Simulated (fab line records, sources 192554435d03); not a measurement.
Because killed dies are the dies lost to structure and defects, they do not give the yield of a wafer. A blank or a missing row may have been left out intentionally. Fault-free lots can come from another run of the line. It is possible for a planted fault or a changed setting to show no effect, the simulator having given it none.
fab line records	flow n5_finfet	part 1 of 2: steps 1 to 4 of 6
[record] lots = 23	wafers = 69	last_day = 18
route steps=1938 shown MOL_CONTACT_COAG@587 BEOL_M0_SAQP@636
lots that met no fault: from a run of the same line without faults
start_h: the number of hours between the record's first day and the start of the first shown wafer of the lot	wait_h: how many hours have passed since the lot's step before this one	" the same as in the row above	L1.1+2: several wafers, shown together as one row	- no value, or no start was given	* or withheld: withheld	< > ~ a bound
route shown NAME@n: names a module that has steps shown in the file, with the first one's number in the route	usual: mean/standard deviation taken from wafers without a fault	same: alike in all rows	chamber/n: place in a boat	sites: each site's reading	_std_site: their standard deviation	_edge_site: inner sites' mean taken away from outer sites' mean	radius_mm: how far each site lies from the wafer's centre	mask NAME#n: copy n	behind: the tool/chamber that last shaped the wafer	hold: what put the lot on hold/how long, in hours/how the hold closed	device: the n, p or np transistor that did not switch	end of line: the tests these same wafers got at the end of their route	step lacking rows: just its recipe	killed: dies that structure and defects cost at the first sort, which is not the same as the wafer's yield	map: shows each die of a wafer: x if killed, . if not, _ if none is there
set.NAME: the setting the step ran with; set.NAME@STEP: the setting that earlier step ran with	model.NAME: the simulator's own value behind a step, which no gauge read
one table for each step of the route and one row for each wafer, over a sample of lots
services: from which hour (start_h, from the record's first day; less than 0 if before it) a tool's chamber was out of use, for how many hours, and why
[[steps]]
[step N5_MOL_CONTACT_COAG_STRIP_96]
[recipe] chemistry = N2/H2	power_w = 500	temp_c = 40	pressure_mtorr = 50	rf_frequency_hz = 6e+07	overash_fraction = 0.3	bias_power_w = 28	h2_frac = 0.5	n2_flow_sccm = 300	h2_flow_sccm = 300
[usual] drypump_motor_current_A = 5.8/0.43	oes_product_au = 0.79/0.1	rf_vpp_V = 122.2/1.3	showerhead_plenum_p_Torr = 3.39/0.1	throttle_valve_pct = 18.9/0.49
lot.wafer	tool	chamber	start_h	wait_h	drypump_motor_current_A	oes_product_au	rf_hours_counter_h	rf_vpp_V	showerhead_plenum_p_Torr	throttle_valve_pct
L074.3	rie_diel-06	1	100.93	0.0	6.6	0.72	224	124.0	3.44	18.7
L074.4	"	0	"	"	5.4	0.71	177	119.5	3.19	18.8
L074.6	"	0	"	"	5.3	0.70	-	122.3	3.19	18.8
L075.1	rie_diel-06	2	112.01	0.0	6.4	0.69	249	124.4	3.42	18.6
L075.2	"	1	"	"	6.5	0.72	228	124.3	3.43	18.7
L075.4	"	0	"	"	5.4	0.70	-	120.1	3.19	18.8
L076.2	rie_diel-05	1	112.28	0.0	6.1	0.96	12	122.8	3.43	18.4
L076.3	"	3	"	"	6.2	0.71	208	120.6	3.35	19.7
L076.4	"	2	"	"	5.7	0.80	98	122.3	3.55	19.3
L077.2	rie_diel-05	1	115.07	0.0	6.1	0.94	14	120.5	3.43	18.4
L077.5	"	2	"	"	5.7	0.81	-	122.7	3.55	19.3
L077.6	"	1	"	"	6.2	0.95	-	122.3	3.43	18.4
L078.1	rie_diel-06	1	124.84	0.0	6.5	0.71	233	121.3	3.43	18.7
L078.4	"	1	"	"	6.5	0.71	-	121.9	3.43	18.7
L078.5	"	2	"	"	6.4	0.68	-	121.6	3.42	18.6
L079.3	rie_diel-04	0	127.66	0.0	5.4	0.67	226	121.8	3.43	19.1
L079.4	"	2	"	"	5.9	0.85	89	122.5	3.51	18.5
L079.6	"	0	"	"	5.3	0.67	-	123.6	3.43	19.1
L080.1	rie_diel-04	1	134.13	0.0	5.4	0.72	215	123.0	3.48	20.0
L080.3	"	3	"	"	5.4	0.73	215	122.8	3.31	18.8
L080.4	"	0	"	"	5.3	0.67	229	123.4	3.43	19.1
L081.2	rie_diel-05	0	140.59	0.0	5.4	0.98	0	123.0	3.33	19.0
L081.3	"	2	"	"	5.7	0.78	110	123.9	3.54	19.3
L081.5	"	2	"	"	5.7	0.79	-	122.7	3.54	19.3
L082.3	rie_diel-04	0	148.49	0.0	5.3	0.67	233	123.0	3.43	19.1
L082.4	"	1	"	"	5.4	0.72	220	121.8	3.48	20.0
L082.6	"	0	"	"	5.3	0.67	-	122.2	3.43	19.1
L083.4	rie_diel-04	0	152.99	0.0	5.3	0.67	234	121.2	3.43	19.1
L083.5	"	3	"	"	5.4	0.73	-	122.7	3.31	18.9
L083.6	"	0	"	"	5.3	0.68	-	124.1	3.43	19.1
L084.2	rie_diel-06	0	163.27	0.0	5.4	0.70	204	121.9	3.18	18.8
L084.4	"	1	"	"	6.5	0.70	250	122.3	3.42	18.7
L084.6	"	3	"	"	5.7	0.91	-	123.3	3.44	18.4
L085.1	rie_diel-05	3	163.45	0.0	6.2	0.69	227	123.1	3.34	19.7
L085.2	"	2	"	"	5.7	0.77	117	122.9	3.54	19.3
L085.6	"	0	"	"	5.4	0.93	-	119.4	3.33	19.1
L086.2	rie_diel-05	1	172.97	0.0	6.1	0.90	37	123.1	3.42	18.5
L086.5	"	2	"	"	5.7	0.77	-	122.7	3.54	19.3
L086.6	"	3	"	"	6.1	0.69	-	120.3	3.33	19.7
L087.2	rie_diel-04	0	180.53	0.0	5.3	0.66	244	122.2	3.42	19.1
L087.3	"	2	"	"	5.9	0.83	107	121.4	3.50	18.5
L087.6	"	1	"	"	5.4	0.72	-	122.8	3.47	20.0
L088.1	rie_diel-06	2	183.22	0.0	6.5	0.92	16	121.7	3.41	18.2
L088.2	"	3	"	"	5.7	0.90	24	122.4	3.44	18.4
L088.3	"	0	"	"	5.4	0.69	213	122.3	3.17	18.8
L089.2	rie_diel-05	2	191.86	0.0	5.7	0.78	129	121.7	3.53	19.3
L089.4	"	0	"	"	5.4	0.91	-	122.6	3.32	19.1
L089.6	"	2	"	"	5.7	0.77	-	122.8	3.53	19.3
L090.1	rie_diel-06	3	196.09	0.0	5.7	0.88	28	123.7	3.43	18.4
L090.3	"	1	"	"	6.5	0.96	7	121.7	3.42	18.3
L090.5	"	2	"	"	6.4	0.92	-	121.1	3.41	18.2
L091.1	rie_diel-06	0	203.16	0.0	5.4	0.68	218	122.3	3.17	18.9
L091.2	"	3	"	"	5.7	0.87	30	121.9	3.43	18.4
L091.4	"	2	"	"	6.4	0.91	22	122.0	3.41	18.2
L092.1	rie_diel-04	1	204.91	0.0	5.4	0.71	241	121.1	3.47	20.0
L092.3	"	2	"	"	5.9	0.82	116	123.7	3.50	18.5
L092.4	"	2	"	"	5.9	0.81	-	122.4	3.50	18.5
L093.1	rie_diel-04	0	221.96	0.0	5.3	0.94	4	122.9	3.42	18.6
L093.5	"	3	"	"	5.4	0.71	-	122.2	3.30	18.9
L093.6	"	0	"	"	5.3	0.94	-	123.5	3.42	18.6
L095.1	rie_diel-06	3	223.65	0.0	5.7	0.86	37	122.9	3.43	18.4
L095.2	"	2	"	"	6.4	0.88	30	119.9	3.40	18.3
L095.4	"	0	"	"	5.4	0.67	225	122.8	3.17	18.8
L096.4	rie_diel-06	1	236.92	0.0	6.6	0.93	21	122.7	3.41	18.4
L096.5	"	1	"	"	6.5	0.93	-	124.7	3.41	18.4
L096.6	"	0	"	"	5.3	0.66	-	121.5	3.17	18.9
L097.2	rie_diel-04	2	240.46	0.0	5.8	0.79	129	120.8	3.49	18.6
L097.4	"	0	"	"	5.4	0.91	-	123.2	3.41	18.6
L097.5	"	2	"	"	5.9	0.80	-	123.7	3.49	18.6
[step N5_MOL_CONTACT_COAG_STRIP_119]
[recipe] chemistry = N2/H2	time_s = 30	power_w = 1000	temp_c = 250	pressure_mtorr = withheld	n2_flow_sccm = 1750	h2_flow_sccm = 3250
[usual] drypump_motor_current_A = 5.7/0.47	heater_power_w = 345/19
lot.wafer	tool	chamber	start_h	wait_h	drypump_motor_current_A	heater_power_w	rf_hours_counter_h
L074.3	plasma_asher-02	0	101.07	0.1	5.8	330	-
L074.4	"	1	"	"	5.4	353	-
L074.6	"	0	"	"	5.8	326	-
L075.1	plasma_asher-01	1	112.14	0.1	6.4	341	48
L075.2	"	0	"	"	5.1	373	48
L075.4	"	1	"	"	6.4	331	-
L076.2	plasma_asher-02	0	112.40	0.1	5.8	326	90
L076.3	"	1	"	"	5.5	343	-
L076.4	"	0	"	"	5.8	329	-
L077.2	plasma_asher-01	1	115.36	0.2	6.4	336	49
L077.5	"	1	"	"	6.5	335	-
L077.6	"	0	"	"	5.1	376	-
L078.1	plasma_asher-02	0	124.96	0.1	5.8	329	92
L078.4	"	0	"	"	5.8	336	-
L078.5	"	0	"	"	5.8	327	-
L079.3	plasma_asher-01	1	127.80	0.1	6.5	328	-
L079.4	"	0	"	"	5.1	381	-
L079.6	"	0	"	"	5.1	378	-
L080.1	plasma_asher-01	1	134.25	0.1	6.4	332	53
L080.3	"	1	"	"	6.4	334	-
L080.4	"	0	"	"	5.1	368	-
L081.2	plasma_asher-02	1	141.00	0.3	5.5	350	97
L081.3	"	1	"	"	5.5	341	-
L081.5	"	1	"	"	5.5	356	-
L082.3	plasma_asher-02	1	148.63	0.1	5.5	341	-
L082.4	"	0	"	"	5.8	324	-
L082.6	"	1	"	"	5.5	346	-
L083.4	plasma_asher-01	0	153.13	0.1	5.1	379	-
L083.5	"	0	"	"	5.1	371	-
L083.6	"	1	"	"	6.4	339	-
L084.2	plasma_asher-02	0	163.39	0.1	5.8	323	103
L084.4	"	0	"	"	5.8	329	-
L084.6	"	0	"	"	5.8	331	-
L085.1	plasma_asher-02	0	163.57	0.1	5.8	323	103
L085.2	"	1	"	"	5.5	344	103
L085.6	"	1	"	"	5.5	355	-
L086.2	plasma_asher-01	1	173.09	0.1	6.4	335	58
L086.5	"	0	"	"	5.1	373	-
L086.6	"	1	"	"	6.4	335	-
L087.2	plasma_asher-01	0	180.66	0.1	5.1	377	60
L087.3	"	0	"	"	5.1	371	-
L087.6	"	0	"	"	5.1	380	-
L088.1	plasma_asher-01	0	183.35	0.1	5.1	378	60
L088.2	"	1	"	"	6.5	338	60
L088.3	"	0	"	"	5.1	377	-
L089.2	plasma_asher-02	1	191.98	0.1	5.5	337	108
L089.4	"	0	"	"	5.8	332	-
L089.6	"	0	"	"	5.8	328	-
L090.1	plasma_asher-01	1	196.22	0.1	6.5	336	62
L090.3	"	0	"	"	5.1	380	-
L090.5	"	1	"	"	6.4	338	-
L091.1	plasma_asher-01	1	203.29	0.1	6.4	334	64
L091.2	"	0	"	"	5.1	381	64
L091.4	"	0	"	"	5.1	366	-
L092.1	plasma_asher-02	1	205.03	0.1	5.5	352	111
L092.3	"	1	"	"	5.5	342	-
L092.4	"	0	"	"	5.8	329	-
L093.1	plasma_asher-02	1	222.08	0.1	5.4	342	115
L093.5	"	1	"	"	5.5	347	-
L093.6	"	0	"	"	5.8	329	-
L095.1	plasma_asher-02	0	223.77	0.1	5.8	332	115
L095.2	"	1	"	"	5.5	344	115
L095.4	"	0	"	"	5.8	329	-
L096.4	plasma_asher-02	0	237.06	0.1	5.8	330	-
L096.5	"	1	"	"	5.4	351	-
L096.6	"	0	"	"	5.8	327	-
L097.2	plasma_asher-02	0	240.58	0.1	5.8	322	119
L097.4	"	1	"	"	5.5	350	-
L097.5	"	0	"	"	5.8	330	-
[step N5_MOL_CONTACT_COAG_CD_MEAS_137]
[recipe] target_cd_nm = 16
[usual] cd_nm = 16.0/0.43
lot.wafer	tool	chamber	start_h	wait_h	cd_nm
L074.3	cd_sem-01	-	101.20	0.0	16.9
L074.4	"	-	"	"	16.6
L074.6	"	-	"	"	16.3
L075.1	cd_sem-01	-	112.28	0.0	15.6
L075.2	"	-	"	"	16.0
L075.4	"	-	"	"	15.8
L076.2	cd_sem-01	-	112.55	0.0	15.9
L076.3	"	-	"	"	16.8
L076.4	"	-	"	"	15.6
L077.2	cd_sem-02	-	115.51	0.0	15.8
L077.5	"	-	"	"	16.0
L077.6	"	-	"	"	15.8
L078.1	cd_sem-03	-	125.11	0.0	16.1
L078.4	"	-	"	"	16.4
L078.5	"	-	"	"	16.4
L079.3	cd_sem-01	-	127.93	0.0	16.1
L079.4	"	-	"	"	15.8
L079.6	"	-	"	"	16.1
L080.1	cd_sem-02	-	134.40	0.0	15.3
L080.3	"	-	"	"	16.0
L080.4	"	-	"	"	16.2
L081.2	cd_sem-03	-	141.14	0.0	15.9
L081.3	"	-	"	"	16.1
L081.5	"	-	"	"	16.0
L082.3	cd_sem-02	-	148.76	0.0	15.5
L082.4	"	-	"	"	15.6
L082.6	"	-	"	"	15.9
L083.4	cd_sem-02	-	153.26	0.0	15.5
L083.5	"	-	"	"	15.7
L083.6	"	-	"	"	15.8
L084.2	cd_sem-03	-	163.54	0.0	16.2
L084.4	"	-	"	"	16.6
L084.6	"	-	"	"	16.5
L085.1	cd_sem-01	-	163.71	0.0	16.6
L085.2	"	-	"	"	16.1
L085.6	"	-	"	"	16.1
L086.2	cd_sem-02	-	173.24	0.0	16.1
L086.5	"	-	"	"	16.4
L086.6	"	-	"	"	16.5
L087.2	cd_sem-01	-	180.81	0.0	16.2
L087.3	"	-	"	"	16.2
L087.6	"	-	"	"	15.4
L088.1	cd_sem-03	-	183.49	0.0	15.4
L088.2	"	-	"	"	16.4
L088.3	"	-	"	"	16.3
L089.2	cd_sem-02	-	192.13	0.0	16.6
L089.4	"	-	"	"	15.7
L089.6	"	-	"	"	16.4
L090.1	cd_sem-01	-	196.40	0.0	15.4
L090.3	"	-	"	"	15.2
L090.5	"	-	"	"	15.3
L091.1	cd_sem-02	-	203.47	0.0	16.3
L091.2	"	-	"	"	16.5
L091.4	"	-	"	"	15.4
L092.1	cd_sem-01	-	205.21	0.0	16.0
L092.3	"	-	"	"	16.3
L092.4	"	-	"	"	16.6
L093.1	cd_sem-01	-	222.23	0.0	15.7
L093.5	"	-	"	"	15.9
L093.6	"	-	"	"	16.2
L095.1	cd_sem-01	-	223.92	0.0	16.1
L095.2	"	-	"	"	15.7
L095.4	"	-	"	"	15.8
L096.4	cd_sem-03	-	237.20	0.0	16.0
L096.5	"	-	"	"	15.8
L096.6	"	-	"	"	15.8
L097.2	cd_sem-01	-	240.73	0.0	16.0
L097.4	"	-	"	"	15.1
L097.5	"	-	"	"	15.8
[step N5_MOL_CONTACT_COAG_ETCHBACK_134]
[recipe] chemistry = CHF3	target = SiO2	target_depth_a = 100	time_s = 6.7	ion_energy_ev = 200	pressure_mtorr = 30	source_w = 610	bias_w = 170	Ar_flow_sccm = 200	CHF3_flow_sccm = 50
[usual] CHF3_flow_sccm = 49.98/0.17	drypump_motor_current_A = 5.8/0.43	oes_product_au = 0.79/0.11	rf_vpp_V = 528/21	showerhead_plenum_p_Torr = 2.40/0.059	throttle_valve_pct = 18.70/0.25
lot.wafer	tool	chamber	start_h	wait_h	CHF3_flow_sccm	drypump_motor_current_A	oes_product_au	rf_hours_counter_h	rf_vpp_V	showerhead_plenum_p_Torr	throttle_valve_pct
L074.3	rie_diel-05	1	102.01	0.2	49.68	6.1	0.95	10	523	2.44	18.34
L074.4	"	2	"	"	50.20	5.7	0.80	94	542	2.48	18.56
L074.6	"	1	"	"	49.98	6.1	0.95	-	524	2.44	18.33
L075.1	rie_diel-06	0	113.10	0.2	49.96	5.3	0.70	182	503	2.31	18.97
L075.2	"	1	"	"	49.77	6.5	0.72	228	547	2.46	18.72
L075.4	"	1	"	"	49.54	6.5	0.71	-	546	2.46	18.73
L076.2	rie_diel-04	2	113.31	0.1	50.41	5.9	0.84	86	546	2.50	18.72
L076.3	"	3	"	"	49.99	5.4	0.74	208	480	2.35	18.95
L076.4	"	1	"	"	49.99	5.4	0.73	208	517	2.43	18.67
L077.2	rie_diel-06	2	116.39	0.1	50.22	6.4	0.70	251	555	2.42	18.74
L077.5	"	0	"	"	49.95	5.3	0.70	-	503	2.31	18.97
L077.6	"	1	"	"	50.05	6.5	0.72	-	546	2.45	18.74
L078.1	rie_diel-04	2	126.06	0.3	50.13	5.9	0.85	89	546	2.50	18.73
L078.4	"	0	"	"	50.16	5.3	0.69	225	550	2.46	19.11
L078.5	"	1	"	"	49.63	5.4	0.72	-	516	2.43	18.68
L079.3	rie_diel-06	0	128.91	0.1	49.87	5.4	0.70	189	503	2.31	18.98
L079.4	"	3	"	"	49.96	5.7	0.95	-	512	2.42	18.23
L079.6	"	0	"	"	49.73	5.3	0.70	-	501	2.31	18.97
L080.1	rie_diel-06	3	135.15	0.1	49.88	5.7	0.94	5	512	2.42	18.26
L080.3	"	1	"	"	49.92	6.5	0.71	239	545	2.45	18.74
L080.4	"	0	"	"	49.86	5.3	0.68	-	503	2.31	18.98
L081.2	rie_diel-06	0	141.90	0.1	49.95	5.4	0.69	196	502	2.30	18.95
L081.3	"	1	"	"	50.10	6.5	0.71	243	547	2.45	18.76
L081.5	"	3	"	"	50.00	5.7	0.93	-	511	2.41	18.26
L082.3	rie_diel-04	0	149.83	0.1	49.96	5.3	0.69	233	547	2.45	19.13
L082.4	"	3	"	"	50.25	5.3	0.73	219	482	2.35	18.94
L082.6	"	3	"	"	49.89	5.3	0.71	-	481	2.35	18.94
L083.4	rie_diel-04	2	154.79	0.1	49.83	5.9	0.83	99	544	2.49	18.72
L083.5	"	2	"	"	49.87	5.9	0.82	-	547	2.49	18.73
L083.6	"	1	"	"	50.05	5.4	0.72	-	518	2.42	18.67
L084.2	rie_diel-04	2	164.78	0.2	50.01	5.8	0.83	102	546	2.49	18.74
L084.4	"	1	"	"	49.60	5.4	0.71	225	517	2.42	18.69
L084.6	"	1	"	"	50.03	5.3	0.71	-	517	2.42	18.69
L085.1	rie_diel-05	0	165.33	0.4	49.87	5.4	0.92	9	535	2.34	18.60
L085.2	"	1	"	"	49.93	6.1	0.90	34	522	2.43	18.39
L085.6	"	1	"	"	49.90	6.1	0.89	-	523	2.43	18.39
L086.2	rie_diel-06	0	174.74	0.1	50.01	5.3	0.68	210	503	2.30	19.01
L086.5	"	2	"	"	50.12	6.4	0.95	-	555	2.41	18.40
L086.6	"	3	"	"	50.21	5.7	0.90	-	514	2.41	18.29
L087.2	rie_diel-05	1	182.31	0.3	50.03	6.1	0.88	41	524	2.43	18.39
L087.3	"	2	"	"	49.90	5.7	0.78	125	541	2.47	18.62
L087.6	"	0	"	"	49.87	5.3	0.92	-	535	2.34	18.60
L088.1	rie_diel-04	3	184.86	0.2	49.75	5.4	0.72	233	481	2.34	18.97
L088.2	"	0	"	"	50.08	5.3	0.68	246	549	2.45	19.16
L088.3	"	2	"	"	50.17	5.8	0.83	109	545	2.49	18.77
L089.2	rie_diel-05	2	193.11	0.1	49.86	5.7	0.77	130	542	2.46	18.62
L089.4	"	0	"	"	49.74	5.4	0.91	-	537	2.34	18.62
L089.6	"	2	"	"	50.03	5.7	0.77	-	541	2.46	18.63
L090.1	rie_diel-05	0	197.28	0.2	50.06	5.4	0.89	20	534	2.34	18.62
L090.3	"	1	"	"	49.84	6.1	0.88	42	524	2.42	18.38
L090.5	"	3	"	"	49.75	6.1	0.68	-	525	2.34	18.90
L091.1	rie_diel-06	3	204.70	0.1	49.69	5.7	0.87	30	513	2.41	18.30
L091.2	"	1	"	"	50.13	6.5	0.98	10	546	2.44	18.37
L091.4	"	2	"	"	50.15	6.4	0.93	23	555	2.41	18.39
L092.1	rie_diel-06	1	206.54	0.2	50.22	6.5	0.97	11	545	2.44	18.37
L092.3	"	3	"	"	50.01	5.7	0.86	31	512	2.40	18.31
L092.4	"	2	"	"	49.94	6.4	0.93	24	556	2.41	18.39
L093.1	rie_diel-06	0	222.98	0.1	49.86	5.3	0.67	225	503	2.29	19.04
L093.5	"	0	"	"	50.02	5.3	0.66	-	502	2.29	19.02
L093.6	"	3	"	"	49.92	5.7	0.85	-	512	2.40	18.31
L095.1	rie_diel-06	0	224.93	0.1	50.10	5.3	0.67	226	503	2.29	19.03
L095.2	"	2	"	"	49.99	6.4	0.91	30	554	2.41	18.43
L095.4	"	3	"	"	49.97	5.7	0.87	38	512	2.40	18.31
L096.4	rie_diel-04	3	238.47	0.3	50.11	5.3	0.70	-	480	2.34	19.01
L096.5	"	2	"	"	49.90	5.8	0.80	-	546	2.48	18.78
L096.6	"	0	"	"	49.80	5.3	0.95	-	548	2.44	18.67
L097.2	rie_diel-05	2	241.60	0.1	50.07	5.7	0.75	143	543	2.46	18.65
L097.4	"	0	"	"	50.48	5.4	0.88	31	535	2.33	18.63
L097.5	"	0	"	"	50.23	5.4	0.87	-	536	2.34	18.65
